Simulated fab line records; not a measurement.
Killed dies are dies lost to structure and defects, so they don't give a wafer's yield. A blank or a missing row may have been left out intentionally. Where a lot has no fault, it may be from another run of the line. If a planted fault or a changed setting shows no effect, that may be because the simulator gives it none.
A struck lot beside a sound one	flow n5Finfet	45 out of 1938 route steps
Sound: these wafers, L560.1, L560.2, L560.5. Struck: wafers L564.1, L564.3 (left out: L564.2, a lot-mate that was not struck); the cause follows at the end.
At each step with rows: each side's tool, then ch and its chambers, then its first start. Under that, the readings that differ: sound wafers	struck wafers	difference of the means	sigmas: that difference in standard deviations of wafers without a fault.
alike: readings with means less than 2 such deviations apart, plus words and numbers identical on both sides. not compared: withheld readings, readings lacking a value on some wafer, bounds such as >300 that could conceal the same value, and numbers that have no deviation in the record and whose values overlap.
The two part at a step that has a row with sigmas, a row that says differs or no value, or rows on one side only. Non-overlapping numbers with no deviation appear without sigmas and do not part them. A reading that every wafer of one side lacks parts them only if that side has two wafers or more.

first, 11 steps without rows for these wafers: N5_BEOL_M2_DESCUM_33 (chemistry O2, time 7 s); N5_BEOL_M2_ETCH_77 (etches underlayer in N2/H2, target depth 6.5 nm, time 5.2 s); N5_BEOL_M2_ETCH_69 (etches SiARC in CF4, target depth 15.6 nm, time 26 s); N5_BEOL_M2_ALD_98 (deposits SiO2, target thk 2.5 nm, pulse time 1 s, co reactant pulse time 1 s); N5_BEOL_M2_ETCHBACK_99 (etches SiO2 in CHF3, target depth 5 nm, time 10.4 s); N5_BEOL_M2_ETCH_70 (etches SOC in N2/H2, target depth 80 nm, overetch 24 nm, time 130 s); N5_BEOL_M2_STRIP_71 (strips in N2/H2); N5_BEOL_M2_STRIP_78 (strips in N2/H2); N5_BEOL_M2_VIA_ETCH_34 (etches the open film in C4F6/O2, target depth 69.4 nm, time 65.9 s); N5_BEOL_M2_STRIP_83 (strips in C4F6/O2); N5_BEOL_M2_STRIP_36 (strips in N2/H2).
N5_BEOL_M2_TRENCH_ETCH_37: etches SiOC in C4F6/O2, target depth 55.555 nm, time 29.2 s.
  sound on rieDiel-04 ch 0,2,3, day 9 01:59; struck on rieDiel-04 ch 2,3, day 9 17:32
reading	sound	struck	difference	sigmas
runLengthS (s)	52.1 52.8 53.0	43.3 42.9	-9.5	-23
model.BEOL_M2.featureDepthNm (nm)	56.6 56.8 55.2	37.2 38	-18.6	
model.etch.depthNm (nm)	56.66 56.8 55.13	37.3 37.93	-18.6	
model.TiN_of_BEOL_M2_HM_DEP_02.thkNm (nm)	17.4 17.8 17.4	18.6 18	+0.8	
  alike: drypumpMotorCurrentA, oesProductAu, rfVppV, showerheadPlenumPTorr, throttleValvePct
  not compared: rfHoursCounterH
then, 2 steps without rows for these wafers: N5_BEOL_M2_ETCH_41 (etches SiCN in CH3F/O2, target depth 29.9 nm, time 52.5 s); N5_BEOL_M2_STRIP_97 (strips in N2/H2, time 10 s).
N5_BEOL_M2_OCD_MEAS_38:
  sound on ocd-02, day 9 02:08; struck on ocd-02, day 9 17:41
reading	sound	struck	difference	sigmas
trenchDepthNm (nm)	56.7 57.1 55.1	37.4 38.1	-18.6	-14
then, 25 steps without rows for these wafers: N5_BEOL_M2_HM_STRIP_39 (strips TiN in peroxide tin strip, target depth 25 nm, time 158 s); N5_BEOL_M2_SRD_40 (time 30 s); N5_BEOL_M2_PRECLEAN_42 (cleans in residue remover, time 60 s); N5_BEOL_M2_SRD_43 (time 30 s); N5_BEOL_M2_DEGAS_44 (time 60 s); N5_BEOL_M2_PRE_CLEAN_45 (time 30 s); N5_BEOL_M2_ALD_84 (deposits TaN, pulse time 2 s, purge time 3 s, co reactant purge time 2 s); N5_BEOL_M2_SURFACE_TREAT_85; N5_BEOL_M2_CVD_47 (deposits Co from CCTBA/H2, target thk 3 nm, time 223.8 s); N5_BEOL_M2_SPUTTER_48 (material Cu, target thk 4.5 nm, time 8.29 s); N5_BEOL_M2_ANNEAL_49 (time 240 s); N5_BEOL_M2_SPUTTER_79 (material Cu, target thk 4.5 nm, time 8.29 s); N5_BEOL_M2_ANNEAL_80 (time 240 s); N5_BEOL_M2_SPUTTER_81 (material Cu, target thk 4.5 nm, time 8.29 s); N5_BEOL_M2_ANNEAL_82 (time 240 s); N5_BEOL_M2_SPUTTER_86 (material Cu, target thk 4.5 nm, time 8.29 s); N5_BEOL_M2_ANNEAL_87 (time 240 s); N5_BEOL_M2_SPUTTER_88 (material Cu, target thk 4.5 nm, time 8.29 s); N5_BEOL_M2_ANNEAL_89 (time 240 s); N5_BEOL_M2_SPUTTER_90 (material Cu, target thk 4.5 nm, time 8.29 s); N5_BEOL_M2_ANNEAL_91 (time 240 s); N5_BEOL_M2_SPUTTER_92 (material Cu, target thk 4.5 nm, time 8.29 s); N5_BEOL_M2_ANNEAL_93 (time 240 s); N5_BEOL_M2_SPUTTER_94 (material Cu, target thk 4.5 nm, time 8.29 s); N5_BEOL_M2_ANNEAL_95 (time 240 s).
N5_BEOL_M2_CMP_52: polishes, stops on SiOC, t overpolish 6.8 s, target thk 40 nm.
  sound on cmp-02 ch 0,3, day 9 05:20; struck on cmp-02 ch 0,1, day 9 21:11
reading	sound	struck	difference	sigmas
model.Cu_of_BEOL_M2_ECD_50.thkNm (nm)	41 40.4 39.2	20.2 20.4	-19.9	
  alike: barrierFieldEndpointS, motorCurrentA, overpolishRunS, timeToEndpointS
N5_BEOL_M2_THK_MEAS_53: measures by xrf.
  sound on filmMetro-01, day 9 05:35; struck on filmMetro-01, day 9 21:26
reading	sound	struck	difference	sigmas
M2_THK (nm)	40.2 39.4 38.4	20.1 20.4	-19.1	-14
N5_BEOL_M2_RS_MEAS_58: a four-point-probe measurement.
  sound on filmMetro-01, day 9 05:51; struck on filmMetro-02, day 9 21:42
reading	sound	struck	difference	sigmas
M2_RS (ohm/sq)	0.65 0.66 0.69	1.67 1.65	+0.99	+30
N5_BEOL_M4_RC_MEAS_101:
  sound on prober-01 ch 0, day 10 20:47; struck on prober-01 ch 0, day 11 05:05
reading	sound	struck	difference	sigmas
ION_P (uA/um)	459 445 449	456 479	+16	+2
SERP_M2 (ohm/um)	191 209 209	403 381	+189	+13
SERP_M2_max_site (ohm/um)	199 226 229	449 416	+214	+13
  alike: DIBL_N, DIBL_P, IOFF_N, IOFF_P, ION_N, SS_N, SS_P, VT_N, VT_P
-- the record jumps here: 5 days lie between the struck wafers' starts before and after (it left off in module BEOL_M4 and takes up again in module PASSIVATION, whose first step shown is number 1936 of the route) --
N5_PASSIVATION_PROBE_49:
  sound on prober-01, day 16 15:41; struck on prober-02, day 16 04:25
reading	sound	struck	difference	sigmas
defectLimitedYield (%)	90.3 91.7 89.4	79.1 85.9	-8.0	-6
killed_at_M0_to_M3	35 33 35	196 125	+126	+13
killedAtFrontEnd	53 54 54	26 20	-31	-2
killedDies	115 98 125	247 166	+94	+6
sort_bin_8_speed (%)	0 0 0.1	12.5 6.0	+9.2	+20
sortNPass	1065 1082 1054	933 1014	-94	-6
  alike: killed_at_M4_up, killedAtContacts, killedAtOther, killedOpen, killedShort, sort_bin_5_function, sort_bin_6_memory

WHERE THEY PART
At N5_BEOL_M2_TRENCH_ETCH_37 first; at N5_PASSIVATION_PROBE_49 last (within this record only).

WHY: what had been put in by the simulator
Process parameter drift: rieDiel-04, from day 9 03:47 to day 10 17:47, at N5_BEOL_M2_TRENCH_ETCH_37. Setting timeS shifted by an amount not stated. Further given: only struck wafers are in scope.
